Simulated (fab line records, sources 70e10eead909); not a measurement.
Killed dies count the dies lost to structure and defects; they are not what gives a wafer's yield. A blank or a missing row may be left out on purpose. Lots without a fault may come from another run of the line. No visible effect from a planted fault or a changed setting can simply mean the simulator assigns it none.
fab line records    flow nand_harc
[record] lots = 13  wafers = 36  last_day = 24
route steps=1159 shown A_CONTACT@904 END@1159
lots that met no fault: taken from a fault-free run of the same line
start_h: hours from the record's opening day to when the first of the lot's shown wafers began    wait_h: hours from the lot's prior step to this one    " same as the row above    L1.1+2: several wafers, shown together as one row    - value missing, or start not given    * or withheld: withheld    < > ~ a bound
route shown NAME@n: names a module that has steps shown in the file, with the first one's number in the route    usual: mean and standard deviation over wafers with no fault    same: alike in all rows    chamber/n: place in a boat    sites: per-site readings    _std_site: their standard deviation    _edge_site: mean of outer sites minus mean of inner sites    radius_mm: how far each site lies from the wafer's centre    mask NAME#n: copy n    behind: the tool/chamber that last shaped the wafer    hold: cause of the lot's hold/its duration in hours/its outcome    device: names the non-switching transistor (n, p or np)    end of line: tests of these same wafers at the route's end    step lacking rows: just its recipe    killed: at the first sort, the dies lost to defects and structure; wafer yield is something else    map: dies across one wafer; x = killed, . = not, _ = none there
set.NAME: the run value of the setting; set.NAME@STEP: its run value at that earlier step    model.NAME: the simulator's own value behind a step, which no gauge read
the route's steps for a sample of lots (tables are steps, rows are wafers)
services: when a tool's chamber went out of use (start_h, in hours from the record's first day, below 0 if earlier), for how many hours, and the reason
[[steps]]
[step NHARC_A_CONTACT_ETCH_124]
[recipe] source_w = withheld  pressure_mtorr = 20  bias_v = withheld  time_s = 140  target_depth_a = 7000  ar_flow_sccm = withheld  c4f8_flow_sccm = withheld  o2_flow_sccm = withheld  chemistry = C4F8/O2/Ar
lot.wafer  tool             chamber  start_h  wait_h  rf_hours_counter_h
L461.2     har_cap_etch-03  1        381.68   -       82
L461.6     "                0        "        "       -
L461.5     "                1        "        "       -
L460.1     har_cap_etch-03  0        391.41   -       84
L460.4     "                1        "        "       -
L460.6     "                0        "        "       -
L462.3     har_cap_etch-01  1        406.21   -       -
L466.1     har_cap_etch-01  1        414.39   -       61
L466.4     "                1        "        "       -
L463.2     har_cap_etch-02  1        415.24   -       16
L463.3     "                0        "        "       -
L463.6     "                1        "        "       -
L474.2     har_cap_etch-03  1        464.90   -       98
L474.5     "                1        "        "       -
L474.6     "                0        "        "       -
L475.2     har_cap_etch-03  0        467.64   -       100
L475.1     "                1        "        "       100
L475.6     "                0        "        "       -
L477.2     har_cap_etch-02  1        469.76   -       28
L477.4     "                0        "        "       -
L477.5     "                1        "        "       -
L478.3     har_cap_etch-03  0        472.62   -       -
L478.4     "                1        "        "       -
L478.5     "                1        "        "       -
L476.1     har_cap_etch-02  0        474.19   -       30
L476.4     "                1        "        "       -
L476.3     "                0        "        "       -
L481.1     har_cap_etch-01  1        501.84   -       75
L481.4     "                0        "        "       -
L481.3     "                1        "        "       -
L479.1     har_cap_etch-01  0        507.06   -       76
L479.4     "                1        "        "       -
L479.5     "                0        "        "       -
L482.2     har_cap_etch-03  0        510.59   -       107
L482.3     "                1        "        "       -
L482.6     "                0        "        "       -
[step NHARC_A_CONTACT_CD_MEAS_80]
[usual] cd_nm = 189.8/0.74
lot.wafer  tool       chamber  start_h  wait_h  cd_nm
L461.2     cd_sem-03  -        383.77   -       189.3
L461.5     "          -        "        "       188.9
L461.6     "          -        "        "       188.8
L460.1     cd_sem-03  -        393.56   -       190.0
L460.4     "          -        "        "       189.8
L460.6     "          -        "        "       189.9
L462.3     cd_sem-03  -        408.30   -       189.8
L466.1     cd_sem-02  -        416.51   -       189.6
L466.4     "          -        "        "       189.5
L463.2     cd_sem-02  -        417.34   -       191.4
L463.3     "          -        "        "       191.6
L463.6     "          -        "        "       190.4
L474.2     cd_sem-02  -        467.02   -       188.7
L474.5     "          -        "        "       190.0
L474.6     "          -        "        "       189.4
L475.1     cd_sem-01  -        469.75   -       190.2
L475.2     "          -        "        "       189.6
L475.6     "          -        "        "       190.8
L477.2     cd_sem-01  -        471.89   -       190.4
L477.4     "          -        "        "       190.4
L477.5     "          -        "        "       190.2
L478.3     cd_sem-01  -        474.68   -       189.9
L478.4     "          -        "        "       189.4
L478.5     "          -        "        "       190.3
L476.1     cd_sem-03  -        476.27   -       189.7
L476.3     "          -        "        "       189.3
L476.4     "          -        "        "       189.3
L481.1     cd_sem-02  -        504.32   -       191.0
L481.3     "          -        "        "       191.0
L481.4     "          -        "        "       190.6
L479.1     cd_sem-03  -        509.15   -       190.0
L479.4     "          -        "        "       190.3
L479.5     "          -        "        "       189.9
L482.2     cd_sem-02  -        512.77   -       188.9
L482.3     "          -        "        "       190.4
L482.6     "          -        "        "       190.4
[step NHARC_A_CONTACT_OVL_MEAS_09]
[usual] overlay_x_nm = 0.0/0.83  overlay_y_nm = 0.2/0.72
lot.wafer  tool        chamber  start_h  wait_h  overlay_x_nm  overlay_y_nm
L461.2     overlay-02  -        387.50   -       -0.8          0.6
L461.5     "           -        "        "       -1.3          0.6
L461.6     "           -        "        "       -0.9          0.8
L460.1     overlay-01  -        397.95   -       0.0           -0.7
L460.4     "           -        "        "       0.0           -0.1
L460.6     "           -        "        "       0.0           -0.4
L462.3     overlay-01  -        414.72   -       0.7           0.6
L466.1     overlay-01  -        420.56   -       0.2           0.6
L466.4     "           -        "        "       -0.3          0.1
L463.2     overlay-01  -        421.79   -       -1.8          -0.7
L463.3     "           -        "        "       -1.6          -0.5
L463.6     "           -        "        "       -1.5          -0.5
L474.2     overlay-02  -        470.12   -       -0.3          0.8
L474.5     "           -        "        "       -0.1          1.0
L474.6     "           -        "        "       0.3           1.0
L475.1     overlay-02  -        472.87   -       -0.4          0.8
L475.2     "           -        "        "       -0.8          0.8
L475.6     "           -        "        "       -0.5          0.9
L477.2     overlay-02  -        475.10   -       0.7           -0.2
L477.4     "           -        "        "       0.8           -0.1
L477.5     "           -        "        "       1.2           -0.3
L478.3     overlay-02  -        477.77   -       -0.7          0.5
L478.4     "           -        "        "       0.1           1.0
L478.5     "           -        "        "       0.5           0.5
L476.1     overlay-01  -        479.66   -       -0.6          0.2
L476.3     "           -        "        "       -0.5          0.3
L476.4     "           -        "        "       0.0           0.6
L481.1     overlay-02  -        507.47   -       0.2           1.0
L481.3     "           -        "        "       0.1           0.2
L481.4     "           -        "        "       0.1           0.3
L479.1     overlay-02  -        512.07   -       0.0           -1.3
L479.4     "           -        "        "       -0.3          -1.4
L479.5     "           -        "        "       -0.2          -1.1
L482.2     overlay-02  -        515.87   -       0.3           -0.5
L482.3     "           -        "        "       -0.3          -0.1
L482.6     "           -        "        "       0.3           -0.5
[step NHARC_A_CONTACT_DESCUM_13]
[recipe] time_s = 3  o2_flow_sccm = 200  ar_flow_sccm = 0  bias_power_w = 0  chemistry = O2
[usual] drypump_motor_current_A = 5.7/0.45  oes_product_au = 1.002/0.014  rf_vpp_V = 57.8/0.91  showerhead_plenum_p_Torr = 1.91/0.059  throttle_valve_pct = 11.312/0.0097
lot.wafer  tool         chamber  start_h  wait_h  hold                      drypump_motor_current_A  oes_product_au  rf_hours_counter_h  rf_vpp_V  showerhead_plenum_p_Torr  throttle_valve_pct
L461.2     rie_diel-07  2        387.62   0.1     -                         5.9                      1.026           47                  58.7      1.91                      11.315
L461.6     "            0        "        "       -                         6.3                      1.007           -                   58.9      1.88                      11.297
L461.5     "            1        "        "       -                         6.1                      1.016           -                   60.4      1.91                      11.298
L460.4     rie_diel-05  3        398.06   0.1     -                         5.4                      1.010           9                   56.5      1.89                      11.312
L460.1     "            0        "        "       -                         5.4                      1.007           9                   57.7      1.95                      11.303
L460.6     "            2        "        "       -                         6.4                      1.003           -                   58.4      1.81                      11.322
L462.3     rie_diel-07  1        419.42   4.5     await_dispo/4.4h/release  6.1                      0.983           0                   57.3      1.91                      11.321
L463.2     rie_diel-05  0        421.91   0.1     -                         5.4                      1.000           15                  58.0      1.95                      11.307
L463.3     "            1        "        "       -                         5.2                      0.991           16                  58.1      1.95                      11.315
L463.6     "            3        "        "       -                         5.4                      0.990           -                   57.8      1.89                      11.310
L466.4     rie_diel-05  3        422.71   1.9     await_dispo/1.8h/release  5.4                      0.981           15                  58.3      1.89                      11.311
L466.1     "            1        "        "       await_dispo/1.8h/release  5.2                      0.989           15                  58.8      1.95                      11.301
L474.2     rie_diel-05  0        470.25   0.1     -                         5.4                      1.014           26                  56.6      1.94                      11.308
L474.6     "            1        "        "       -                         5.1                      0.994           -                   58.8      1.95                      11.299
L474.5     "            2        "        "       -                         6.4                      1.020           -                   56.7      1.81                      11.306
L475.1     rie_diel-05  2        472.99   0.1     -                         6.4                      1.025           29                  56.7      1.81                      11.306
L475.2     "            3        "        "       -                         5.4                      0.984           27                  57.3      1.89                      11.307
L475.6     "            0        "        "       -                         5.4                      1.010           -                   58.0      1.94                      11.314
L477.2     rie_diel-07  3        475.20   0.1     -                         5.8                      1.020           25                  57.5      1.93                      11.316
L477.4     "            1        "        "       -                         6.0                      0.991           24                  57.3      1.90                      11.315
L477.5     "            3        "        "       -                         5.8                      1.024           -                   59.1      1.93                      11.313
L478.3     rie_diel-07  3        477.88   0.1     -                         5.8                      1.026           25                  59.1      1.93                      11.308
L478.4     "            0        "        "       -                         6.3                      0.999           25                  58.1      1.87                      11.315
L478.5     "            2        "        "       -                         5.9                      1.025           -                   56.9      1.90                      11.312
L476.4     rie_diel-13  0        479.79   0.1     -                         5.6                      0.986           8                   58.4      2.03                      11.301
L476.3     "            1        "        "       -                         5.6                      0.977           8                   59.4      1.99                      11.290
L476.1     "            3        "        "       -                         5.6                      1.010           7                   57.9      2.00                      11.319
L481.4     rie_diel-05  0        507.57   0.1     -                         5.4                      1.008           33                  60.1      1.94                      11.322
L481.3     "            2        "        "       -                         6.4                      1.016           33                  56.8      1.81                      11.311
L481.1     "            3        "        "       -                         5.4                      0.985           33                  55.5      1.89                      11.302
L479.1     rie_diel-05  0        512.17   0.1     -                         5.4                      1.021           34                  56.3      1.94                      11.314
L479.4     "            3        "        "       -                         5.4                      0.998           34                  57.2      1.89                      11.318
L479.5     "            0        "        "       -                         5.4                      1.011           -                   56.9      1.94                      11.331
L482.2     rie_diel-05  2        515.97   0.1     -                         6.4                      1.019           34                  58.2      1.81                      11.314
L482.3     "            0        "        "       -                         5.4                      1.001           34                  57.6      1.94                      11.310
L482.6     "            2        "        "       -                         6.4                      1.009           -                   58.5      1.81                      11.316
[step NHARC_A_CONTACT_ETCH_134]
[recipe] source_w = withheld  pressure_mtorr = 20  bias_v = withheld  time_s = 140  target_depth_a = 7000  ar_flow_sccm = withheld  c4f8_flow_sccm = withheld  o2_flow_sccm = withheld  chemistry = C4F8/O2/Ar
lot.wafer  tool             chamber  start_h  wait_h  rf_hours_counter_h
L461.2     har_cap_etch-02  0        388.80   -       12
L461.5     "                1        "        "       -
L461.6     "                0        "        "       -
L460.1     har_cap_etch-02  1        399.40   -       14
L460.4     "                1        "        "       -
L460.6     "                1        "        "       -
L462.3     har_cap_etch-03  0        420.56   -       -
L463.2     har_cap_etch-02  0        422.91   -       17
L463.3     "                0        "        "       -
L463.6     "                1        "        "       -
L466.1     har_cap_etch-01  0        424.26   -       63
L466.4     "                0        "        "       -
L474.2     har_cap_etch-01  0        471.27   -       72
L474.5     "                1        "        "       -
L474.6     "                0        "        "       -
L475.2     har_cap_etch-01  0        474.07   -       72
L475.1     "                1        "        "       72
L475.6     "                1        "        "       -
L477.2     har_cap_etch-03  1        476.22   -       103
L477.4     "                0        "        "       -
L477.5     "                1        "        "       -
L478.4     har_cap_etch-01  0        478.95   -       -
L478.3     "                1        "        "       -
L478.5     "                1        "        "       -
L476.1     har_cap_etch-02  0        480.81   -       32
L476.4     "                1        "        "       -
L476.3     "                0        "        "       -
L481.1     har_cap_etch-02  0        508.56   -       35
L481.3     "                0        "        "       -
L481.4     "                1        "        "       -
L479.1     har_cap_etch-01  1        513.19   -       78
L479.4     "                0        "        "       -
L479.5     "                1        "        "       -
L482.2     har_cap_etch-02  1        517.08   -       36
L482.3     "                0        "        "       -
L482.6     "                0        "        "       -
[step NHARC_END_SORT_01]
[recipe] temp_c = 25
[usual] killed_at_array = 29/11  killed_at_other = 0.5/0.89  killed_at_periphery = 3.3/2  killed_dies = 32/11  killed_open = 3.1/1.9  killed_short = 2.3/1.6
[same] gross_dies = 677
lot.wafer  tool       chamber  start_h  wait_h  killed_at_array  killed_at_other  killed_at_periphery  killed_dies  killed_open  killed_short
L462.3     prober-01  0        493.63   3.1     107              0                3                    110          4            3
L466.1     prober-02  0        497.31   2.5     104              1                10                   115          5            4
L466.4     prober-02  0        499.70   3.4     107              0                0                    107          2            1
// killed by level:class
L462.3 A_CONTACT:unspecified=76 A_CHANNEL_HOLE_D1:chamber_film_flake=13 A_CONTACT:chamber_film_flake=7 A_ONON_D1:geometric_particle:short=2 A_M0:geometric_particle:open=2 A_STAIRCASE:chamber_film_flake=2 P_GATE:geometric_particle:open=1 A_CHANNEL_FILL_D1:geometric_particle:short=1
L466.1 A_CONTACT:unspecified=73 A_CHANNEL_HOLE_D1:chamber_film_flake=14 A_STAIRCASE:chamber_film_flake=6 A_SLIT:chamber_film_flake=4 P_M1:geometric_particle:open=2 A_CONTACT:geometric_particle:open=2 P_GATE:chamber_film_flake=2 A_CONTACT:chamber_film_flake=2
L466.4 A_CONTACT:unspecified=71 A_CHANNEL_HOLE_D1:chamber_film_flake=19 A_STAIRCASE:chamber_film_flake=5 A_SLIT:chamber_film_flake=4 A_CHANNEL_FILL_D1:chamber_film_flake=2 A_WL_FILL:chamber_film_flake=2 A_CONTACT:geometric_particle:short=1 A_CONTACT:geometric_particle:open=1
[[services]]
tool         chamber  start_h  hours  kind
rie_diel-05  0        374.29   -      clean
rie_diel-05  1        374.29   -      clean
rie_diel-05  2        374.29   -      clean
rie_diel-05  3        374.29   -      clean
rie_diel-13  -        377.73   0.4    repair
rie_diel-05  1        392.31   2.7    repair
rie_diel-05  0        398.94   -      clean
rie_diel-05  1        398.94   -      clean
rie_diel-05  2        398.94   -      clean
rie_diel-05  3        398.94   -      clean
rie_diel-07  -        405.27   9.0    pm
rie_diel-05  0        423.44   -      clean
rie_diel-05  1        423.44   -      clean
rie_diel-05  2        423.44   -      clean
rie_diel-05  3        423.44   -      clean
rie_diel-05  3        429.14   11.9   repair
rie_diel-05  0        447.97   -      clean
rie_diel-05  1        447.97   -      clean
rie_diel-05  2        447.97   -      clean
rie_diel-05  3        447.97   -      clean
rie_diel-13  -        453.44   9.0    pm
rie_diel-05  0        472.64   -      clean
rie_diel-07  -        489.58   0.3    repair
rie_diel-07  1        512.87   5.5    repair
[[key]]
[first_sign] step = NHARC_END_SORT_01  reading = killed_dies  direction = up  sigmas = 7  usual = 32  struck = 111
[effect] step = NHARC_END_SORT_01  reading = killed_at_array  direction = up  sigmas = 7  usual = 29  struck = 106
[more_kills_born_at] NHARC_A_CONTACT_ETCH_124@har_cap_etch-01 = 220
met_at NHARC_A_CONTACT_ETCH_124
struck_lots L462,L466
struck_wafers L462.3,L466.1,L466.4
tester_left_out L462,L466
not_acting_at NHARC_A_CONTACT_CD_MEAS_80,NHARC_A_CONTACT_OVL_MEAS_09,NHARC_A_CONTACT_ETCH_134
[fault] kind = chamber_particle_source  tool = har_cap_etch-01  chamber = 1  onset_h = 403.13  steps = NHARC_A_CONTACT_ETCH_124  rate_per_visit_cm2 = 0.46353  end_h = 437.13
// tester_left_out: of these lots the tester's yield and bins aren't shown, on N5 and GAA mostly nor the transistor test; their killed dies are dies lost to structure and defects alone, not to doping, threshold or leakage, so they don't give the yield
